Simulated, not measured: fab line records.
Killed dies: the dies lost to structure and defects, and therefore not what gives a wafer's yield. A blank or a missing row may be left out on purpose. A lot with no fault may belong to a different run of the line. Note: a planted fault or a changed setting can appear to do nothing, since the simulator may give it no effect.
Chamber matching ; flow n5 finfet ; N5_BEOL_M11_DESCUM_16 on rie diel-02 has 4 sister chambers
The step chemistry O2, time 7.9 s. 4 wafers are shown with their chamber, then 8 later ones without.

WAFERS WITH THEIR CHAMBER
wafer;chamber;showerhead plenum p Torr (Torr)
L088.6;3;2.17
L090.3;2;2.23
L090.5;0;2.10
L091.3;1;2.12

WAFERS WITH NO CHAMBER GIVEN
wafer;showerhead plenum p Torr (Torr)
L091.4;2.16
L091.6;2.23
L094.2;2.22
L094.4;2.12
L094.5;2.16
L096.3;2.12
L096.5;2.22
L096.6;2.12

THE CHAMBER EACH PASSED THROUGH
wafer;from the rows above;in truth
L091.4;3;3
L091.6;2;2
L094.2;2;2
L094.4;1;1
L094.5;3;3
L096.3;1;1
L096.5;2;2
L096.6;1;1
Placed correctly: 8 of 8. Can't be placed from these rows: 0. Placed wrongly: 0.
How it was worked out, from the rows above alone: a wafer's distance from a chamber is the root of the sum, over the readings, of the square of ((its reading less the chamber's mean) divided by the reading's scatter). If the next closest chamber is less than 2 further off than the closest, the wafer can't be placed; otherwise it belongs to the closest. The mean given for a chamber averages the wafers shown for that chamber. The scatter: root of mean squared gap, hidden wafer to nearest shown wafer, with one shown wafer a chamber.
